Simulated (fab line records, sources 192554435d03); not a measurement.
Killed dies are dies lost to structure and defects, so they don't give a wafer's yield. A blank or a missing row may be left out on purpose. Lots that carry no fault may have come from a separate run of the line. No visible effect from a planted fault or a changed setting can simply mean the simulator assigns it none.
fab line records	flow n5Finfet
record lots=10	wafers=30	lastDay=19
route steps=1938 shown FIN_SAQP@144 FIN_CUT@165
lots with no fault: from the same line, run without faults
startH: hours from the record's first day to the start of the lot's first wafer shown	waitH: hours elapsed since this lot's preceding step	" identical to the entry in the row above	L1.1+2: several wafers, shown together as one row	- no value, or no start given	* or withheld: withheld	< > ~ a bound
route shown NAME@n: names a module that has steps shown in the file, with the first one's number in the route	usual: mean/standard deviation of fault-free wafers	same: alike in all rows	chamber/n: place in a boat	sites: each site's reading	_std_site: the values' standard deviation	_edge_site: mean of outer sites minus mean of inner sites	radiusMm: how far each site lies from the wafer's centre	mask NAME#n: copy n	behind: the last tool/chamber to shape the wafer	hold: the reason the lot was held/the length of the hold in hours/how it ended	device: whichever transistor did not switch (one of n, p or np)	end of line: the tests these same wafers got at the end of their route	a step without rows: its recipe alone	killed: the dies lost at the first sort to structure and to defects; this is not the yield of the wafer	map: a wafer's dies, marking killed ones x, the rest . and places with no die _
set.NAME: the run value of the setting; set.NAME@STEP: its run value at that earlier step	model.NAME: the simulator's own value behind a step, which no gauge read
route steps across a sampled set of lots; one table per step, one row per wafer
services: from which hour (startH, from the record's first day; less than 0 if before it) a tool's chamber was out of use, for how many hours, and why
## steps
# step N5_FIN_SAQP_STRIP_77
# recipe chemistry=N2/H2	timeS=90	powerW=100	tempC=40	pressureMtorr=100	rfFrequencyHz=6e+07	biasPowerW=3	n2FlowSccm=300	h2FlowSccm=300
# usual biasPowerW=2.999/0.0094	chamberPressureMTorr=99.99/0.1	drypumpMotorCurrentA=5.7/0.37	oesProductAu=0.79/0.11	rfVppV=45.2/0.88	showerheadPlenumPTorr=3.37/0.15	throttleValvePct=12.25/0.26
lot.wafer	tool	chamber	startH	waitH	biasPowerW	chamberPressureMTorr	drypumpMotorCurrentA	oesProductAu	rfHoursCounterH	rfVppV	showerheadPlenumPTorr	throttleValvePct
L127.1	rieDiel-05	0	32.87	0.0	2.979	99.98	5.5	0.84	68	44.8	3.17	12.41
L127.3	"	2	"	"	3.001	100.06	5.6	0.96	4	46.0	3.57	11.83
L127.6	"	2	"	"	3.008	99.99	5.7	0.96	-	44.9	3.57	11.84
L128.2	rieDiel-05	3	38.97	0.0	2.991	99.90	5.5	0.72	192	44.8	3.50	12.45
L128.3	"	0	"	"	3.003	100.02	5.5	0.83	70	45.1	3.17	12.42
L128.5	"	0	"	"	3.001	100.02	5.5	0.84	-	44.6	3.17	12.41
L134.1	rieDiel-01	2	76.52	0.0	3.009	100.11	5.1	0.70	239	45.9	3.31	12.25
L134.4	"	3	"	"	2.994	100.10	6.5	0.68	249	45.6	3.18	12.67
L134.6	"	2	"	"	2.986	100.09	5.1	0.69	-	44.8	3.31	12.23
L139.3	rieDiel-03	3	104.00	0.0	3.019	100.07	6.4	0.73	158	44.9	3.35	11.94
L139.4	"	0	"	"	3.001	100.16	5.6	0.69	239	45.9	3.20	12.36
L139.5	"	1	"	"	3.007	100.01	5.5	0.93	-	45.0	3.61	12.09
L140.1	rieDiel-05	2	109.19	0.0	2.989	99.91	5.6	0.90	28	44.5	3.55	11.87
L140.2	"	3	"	"	3.001	99.88	5.5	0.70	214	44.3	3.49	12.49
L140.5	"	1	"	"	2.992	99.97	5.6	0.67	-	46.6	3.33	12.60
L141.1	rieDiel-01	2	115.50	0.0	2.987	100.17	5.1	0.68	254	43.8	3.30	12.28
L141.2	"	3	"	"	3.005	99.94	6.5	0.95	6	45.7	3.58	12.05
L141.4	"	2	"	"	3.009	99.95	5.1	0.68	-	46.0	3.30	12.27
L145.2	rieDiel-01	1	141.19	0.0	2.982	99.97	5.8	0.90	44	44.3	3.32	12.08
L145.4	"	3	"	"	2.989	100.09	6.5	0.92	18	45.1	3.58	12.08
L145.6	"	3	"	"	3.001	99.90	6.5	0.91	-	44.7	3.58	12.09
L146.3	rieDiel-03	2	145.90	0.0	2.979	100.16	5.7	0.70	219	45.7	3.23	12.56
L146.4	"	3	"	"	2.987	100.06	6.4	0.72	-	45.5	3.34	11.99
L146.5	"	1	"	"	3.014	99.94	5.5	0.90	-	46.0	3.60	12.13
L147.1	rieDiel-03	3	151.58	0.0	3.015	99.95	6.4	0.72	175	45.5	3.34	12.00
L147.3	"	2	"	"	3.005	100.04	5.7	0.70	221	46.0	3.23	12.58
L147.4	"	3	"	"	2.989	99.97	6.4	0.72	-	45.9	3.34	11.98
L148.1	rieDiel-03	3	158.65	0.0	2.999	100.15	6.4	0.71	179	46.3	3.34	12.01
L148.3	"	2	"	"	2.981	99.98	5.7	0.69	224	45.2	3.23	12.57
L148.4	"	3	"	"	3.001	99.87	6.4	0.72	-	44.8	3.34	12.00
# step N5_FIN_CUT_INSPECT_10
# recipe mode=adi	inspectInstrument=brightfield
# usual rawDefectCount=40/9.8
lot.wafer	tool	chamber	startH	waitH	rawDefectCount
L127.1	defectInspect-02	-	33.72	0.1	34
L127.3	"	-	"	"	48
L127.6	"	-	"	"	50
L128.2	defectInspect-02	-	39.95	0.0	40
L128.3	"	-	"	"	46
L128.5	"	-	"	"	36
L134.1	defectInspect-02	-	77.48	0.1	43
L134.4	"	-	"	"	30
L134.6	"	-	"	"	44
L139.3	defectInspect-02	-	104.96	0.0	39
L139.4	"	-	"	"	42
L139.5	"	-	"	"	26
L140.1	defectInspect-01	-	110.15	0.1	26
L140.2	"	-	"	"	20
L140.5	"	-	"	"	19
L141.1	defectInspect-01	-	116.33	0.1	33
L141.2	"	-	"	"	50
L141.4	"	-	"	"	31
L145.2	defectInspect-02	-	142.15	0.0	51
L145.4	"	-	"	"	47
L145.6	"	-	"	"	51
L146.3	defectInspect-01	-	146.86	0.0	41
L146.4	"	-	"	"	54
L146.5	"	-	"	"	47
L147.1	defectInspect-02	-	152.54	0.1	45
L147.3	"	-	"	"	47
L147.4	"	-	"	"	43
L148.1	defectInspect-02	-	159.49	0.1	56
L148.3	"	-	"	"	45
L148.4	"	-	"	"	36
# step N5_FIN_CUT_ETCH_20
# recipe chemistry=CF4	target=SiARC	targetDepthA=260	maskMaterial=CAR-EUV	timeS=43.3	ionEnergyEv=80	pressureMtorr=40	sourceW=545	biasW=36	Ar_flow_sccm=100	cf4FlowSccm=100	ends=cleared
# usual drypumpMotorCurrentA=5.9/0.63	etchRfOnTimeS=43.2/1.3	mfcArSccm=100.0/0.3	oesProductAu=0.70/0.072	rfVppV=184.1/1.2	showerheadPlenumPTorr=2.13/0.058	throttleValvePct=15.55/0.23
lot.wafer	tool	chamber	startH	waitH	drypumpMotorCurrentA	etchRfOnTimeS	mfcArSccm	oesProductAu	rfHoursCounterH	rfVppV	showerheadPlenumPTorr	throttleValvePct
L127.1	rieDiel-04	0	33.81	0.0	5.9	43.9	100.6	0.58	250	183.6	2.13	15.98
L127.3	"	3	"	"	5.6	43.2	100.4	0.71	82	183.2	2.08	15.65
L127.6	"	0	"	"	5.9	43.9	99.7	0.57	-	184.6	2.13	15.99
L128.2	rieDiel-02	1	40.04	0.0	6.4	42.1	100.1	0.68	120	185.6	2.23	15.28
L128.3	"	2	"	"	6.5	45.3	100.2	0.72	36	183.4	2.10	15.32
L128.5	"	2	"	"	6.5	44.9	99.9	0.72	-	183.1	2.10	15.31
L134.1	rieDiel-02	3	77.57	0.0	6.8	42.8	100.2	0.73	65	183.3	2.09	15.85
L134.4	"	1	"	"	6.4	42.1	99.6	0.68	129	186.3	2.23	15.28
L134.6	"	2	"	"	6.5	45.5	99.6	0.71	-	184.1	2.09	15.35
L139.3	rieDiel-04	2	105.04	0.0	5.2	45.2	99.5	0.61	173	182.2	2.04	15.64
L139.4	"	0	"	"	6.0	42.5	99.8	0.84	8	184.6	2.12	15.46
L139.5	"	3	"	"	5.6	43.3	99.8	0.69	-	183.6	2.08	15.67
L140.1	rieDiel-04	1	110.24	0.0	5.1	41.1	100.0	0.80	18	185.1	2.17	15.53
L140.2	"	0	"	"	6.0	42.7	100.2	0.83	9	184.0	2.12	15.48
L140.5	"	2	"	"	5.2	44.9	99.9	0.61	-	183.0	2.04	15.64
L141.1	rieDiel-02	1	116.42	0.0	6.4	42.5	99.7	0.65	142	184.8	2.22	15.30
L141.2	"	2	"	"	6.5	44.9	100.7	0.71	57	183.7	2.09	15.37
L141.4	"	3	"	"	6.8	42.9	100.0	0.71	77	183.7	2.08	15.86
L145.2	rieDiel-02	3	142.41	0.0	6.8	42.9	99.7	0.70	81	182.6	2.08	15.88
L145.4	"	0	"	"	5.4	43.2	100.4	0.76	41	184.0	2.16	15.29
L145.6	"	2	"	"	6.5	44.6	100.0	0.69	-	182.6	2.09	15.37
L146.3	rieDiel-04	1	147.63	0.0	5.1	41.4	100.3	0.78	29	184.4	2.16	15.53
L146.4	"	3	"	"	5.6	43.5	99.9	0.67	115	183.6	2.07	15.72
L146.5	"	1	"	"	5.1	41.4	100.2	0.78	-	186.2	2.16	15.53
L147.1	rieDiel-02	1	152.63	0.0	6.4	42.1	100.6	0.65	153	185.1	2.22	15.33
L147.3	"	2	"	"	6.5	45.3	99.5	0.69	69	185.2	2.09	15.39
L147.4	"	3	"	"	6.8	42.9	100.3	0.70	85	183.5	2.08	15.88
L148.1	rieDiel-06	0	159.57	0.0	6.4	40.9	100.2	0.82	6	184.1	2.18	15.34
L148.3	"	2	"	"	5.7	42.2	100.2	0.67	130	184.7	2.06	15.70
L148.4	"	1	"	"	6.0	44.1	100.2	0.60	195	184.2	2.21	15.95
# step N5_FIN_CUT_STRIP_24
# recipe chemistry=CF4	resist=SiARC	powerW=300	biasPowerW=75	pressureMtorr=50	cf4FlowSccm=150	rfFrequencyHz=6e+07
# usual biasPowerW=74.97/0.23	cf4FlowSccm=150.0/0.42	drypumpMotorCurrentA=5.9/0.63	oesProductAu=0.81/0.076	rfVppV=271.2/1.4	showerheadPlenumPTorr=1.79/0.05	throttleValvePct=13.52/0.23
lot.wafer	tool	chamber	startH	waitH	biasPowerW	cf4FlowSccm	drypumpMotorCurrentA	oesProductAu	rfHoursCounterH	rfVppV	showerheadPlenumPTorr	throttleValvePct
L127.1	rieDiel-04	0	34.17	0.0	75.61	149.9	6.0	0.67	251	272.5	1.79	13.98
L127.3	"	3	"	"	74.86	149.7	5.6	0.82	83	271.1	1.75	13.63
L127.6	"	0	"	"	75.46	149.5	6.0	0.67	-	270.1	1.79	13.96
L128.2	rieDiel-02	1	40.40	0.0	74.97	149.9	6.4	0.77	120	273.8	1.87	13.29
L128.3	"	2	"	"	75.05	149.5	6.5	0.86	37	270.9	1.75	13.24
L128.5	"	2	"	"	74.72	149.5	6.5	0.86	-	270.8	1.75	13.24
L134.1	rieDiel-02	3	77.94	0.0	75.06	150.5	6.8	0.83	65	271.1	1.75	13.75
L134.4	"	1	"	"	74.94	150.2	6.4	0.76	129	273.4	1.87	13.32
L134.6	"	2	"	"	74.77	150.3	6.5	0.85	-	270.1	1.75	13.26
L139.3	rieDiel-04	2	105.41	0.0	-	-	-	-	-	-	-	-
L139.4	"	0	"	"	-	-	-	-	-	-	-	-
L139.5	"	3	"	"	-	-	-	-	-	-	-	-
L140.1	rieDiel-04	1	110.60	0.0	-	-	-	-	-	-	-	-
L140.2	"	0	"	"	-	-	-	-	-	-	-	-
L140.5	"	2	"	"	-	-	-	-	-	-	-	-
L141.1	rieDiel-02	1	116.78	0.0	-	-	-	-	-	-	-	-
L141.2	"	2	"	"	-	-	-	-	-	-	-	-
L141.4	"	3	"	"	-	-	-	-	-	-	-	-
L145.2	rieDiel-02	3	142.78	0.0	74.57	150.4	6.8	0.80	81	270.1	1.74	13.80
L145.4	"	0	"	"	74.85	149.6	5.4	0.87	41	271.7	1.82	13.27
L145.6	"	2	"	"	75.11	149.7	6.5	0.82	-	271.8	1.74	13.30
L146.3	rieDiel-04	1	147.99	0.0	74.74	149.9	5.1	0.87	29	271.8	1.81	13.48
L146.4	"	3	"	"	74.93	150.2	5.6	0.79	115	270.3	1.74	13.70
L146.5	"	1	"	"	74.92	150.4	5.1	0.88	-	270.3	1.81	13.47
L147.1	rieDiel-02	1	152.99	0.0	74.92	150.0	6.4	0.74	154	272.3	1.86	13.38
L147.3	"	2	"	"	75.28	150.3	6.5	0.82	69	270.5	1.74	13.31
L147.4	"	3	"	"	74.96	150.4	6.8	0.81	85	270.3	1.74	13.81
L148.1	rieDiel-06	0	159.94	0.0	74.77	150.5	6.5	0.92	6	273.4	1.83	13.31
L148.3	"	2	"	"	75.03	149.6	5.7	0.77	131	269.7	1.73	13.71
L148.4	"	1	"	"	75.10	149.8	6.0	0.72	195	271.4	1.86	13.96
## services
tool	chamber	startH	hours	kind
rieDiel-04	0	17.51	10.0	repair
rieDiel-03	1	19.73	-	clean
rieDiel-03	1	19.73	-	consumableReplace:focusRing
rieDiel-03	1	19.73	-	consumableReplace:showerhead
rieDiel-03	1	19.73	14.1	scheduledDown
rieDiel-03	1	19.73	14.1	ventCycle
rieDiel-04	2	25.21	8.7	repair
rieDiel-04	1	34.29	-	clean
rieDiel-04	1	34.29	-	consumableReplace:focusRing
rieDiel-04	1	34.29	16.9	scheduledDown
rieDiel-04	1	34.29	16.9	ventCycle
rieDiel-05	-	44.27	2.8	pm
rieDiel-04	0	51.30	-	clean
rieDiel-04	0	51.30	-	consumableReplace:esc
rieDiel-04	0	51.30	-	consumableReplace:focusRing
rieDiel-04	0	51.30	25.3	scheduledDown
rieDiel-04	0	51.30	25.3	ventCycle
rieDiel-03	2	54.26	1.3	repair
rieDiel-01	2	61.20	4.2	repair
rieDiel-04	3	65.13	6.8	repair
rieDiel-02	3	119.82	11.3	repair
rieDiel-02	-	136.73	2.7	repair
rieDiel-03	0	138.30	-	clean
rieDiel-04	-	153.50	0.6	repair
## key
firstSign step=N5_FIN_CUT_STRIP_24	reading=toolRecord	direction=missing
effect none on later readings
metAt N5_FIN_CUT_STRIP_24
struckLots L139,L140,L141
testerLeftOut L139,L140,L141
notActingAt N5_FIN_SAQP_STRIP_77,N5_FIN_CUT_INSPECT_10,N5_FIN_CUT_ETCH_20
onsetBetween 77.94 105.41
fault kind=skippedStepWhole	tool=rieDiel-02,rieDiel-04	chamber=-	onsetH=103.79	steps=N5_FIN_CUT_STRIP_24	scope=struckLotsOnly
# testerLeftOut: of these lots the tester's yield and bins aren't shown, on N5 and GAA mostly nor the transistor test; their killed dies are dies lost to structure and defects alone, not to doping, threshold or leakage, so they don't give the yield
